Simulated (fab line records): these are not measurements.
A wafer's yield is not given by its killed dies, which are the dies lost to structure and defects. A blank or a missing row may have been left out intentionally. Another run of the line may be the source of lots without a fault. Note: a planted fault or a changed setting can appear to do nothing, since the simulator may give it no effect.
Which tool did it? | flow n5-finfet | 33 wafers from 11 lots sampled at 3 of the route's 1938 steps

WHAT THE GAUGES READ, wafer by wafer
N5_BEOL_M5_CD_MEAS_28: target cd 30.6 nm, target cd y 20 nm.
lot  | measured     | on        | cd-nm (nm)
L075 | day 8 03:54  | cd-sem-03 | 30.3 30.4 30.1
L077 | day 8 19:35  | cd-sem-01 | 30.7 30.3 30.0
L079 | day 9 00:39  | cd-sem-03 | 30.8 31.2 30.9
L081 | day 9 20:50  | cd-sem-02 | 31.5 30.9 31.1
L083 | day 10 11:15 | cd-sem-01 | 30.3 30.5 30.8
L086 | day 11 06:58 | cd-sem-03 | 31.4 30.6 31.0
L089 | day 11 23:44 | cd-sem-01 | 30.4 30.4 30.4
L091 | day 12 10:34 | cd-sem-01 | 30.9 31.2 31.0
L093 | day 12 22:04 | cd-sem-01 | 30.7 30.8 31.1
L095 | day 13 09:40 | cd-sem-02 | 30.5 30.7 31.2
L097 | day 13 18:41 | cd-sem-03 | 31.0 31.0 30.6

WHAT TOOL EACH LOT RAN ON (gives the tool, then ch and the chambers of the sampled wafers, and finally the start)
lot  | N5_BEOL_M4_SPUTTER_94        | N5_BEOL_M5_STRIP_64
L075 | pvd-sputter-02, day 7 21:28  | rie-diel-04 ch 0,1,3, day 8 03:02
L077 | pvd-sputter-02, day 8 13:36  | rie-diel-01 ch 2,3, day 8 18:54
L079 | pvd-sputter-03, day 8 17:41  | rie-diel-04 ch 1,3, day 8 22:16
L081 | pvd-sputter-03, day 9 13:29  | rie-diel-05 ch 0,1,3, day 9 19:40
L083 | pvd-sputter-03, day 10 04:45 | rie-diel-05 ch 0,1,2, day 10 09:34
L086 | pvd-sputter-01, day 11 01:07 | rie-diel-01 ch 1,3, day 11 06:16
L089 | pvd-sputter-03, day 11 16:35 | rie-diel-04 ch 0,3, day 11 23:04
L091 | pvd-sputter-02, day 12 03:43 | rie-diel-04 ch 1,2,3, day 12 09:39
L093 | pvd-sputter-01, day 12 14:44 | rie-diel-05 ch 0,3, day 12 19:47
L095 | pvd-sputter-02, day 13 02:02 | rie-diel-01 ch 0,1,2, day 13 06:52
L097 | pvd-sputter-02, day 13 11:03 | rie-diel-05 ch 1,3, day 13 15:44
- N5_BEOL_M4_SPUTTER_94: material Cu, target thk 4.5 nm, time 8.29 s.
- N5_BEOL_M5_STRIP_64: strips in CF4.

THE ANSWER, worked out from the rows above alone
Rule: what is usual is taken from the lots themselves. The widest of any qualifying gaps counts: lots, ordered by their means at a reading, are off when they make up no more than a third of the lots, leave a main group of 4 or more, and stand apart from it by 3 or more times the standard deviation of that group's means. The tables above print the reading to a certain number of digits; a main group whose means all agree to those digits is not used. Also off: a lot with no number at a reading for which 4 or more lots have one. Where the step has rows for the other lots, those lots are counted as sound.
No lot is off at any reading shown: from this, nothing can be told.

WHAT THE SIMULATOR PUT IN
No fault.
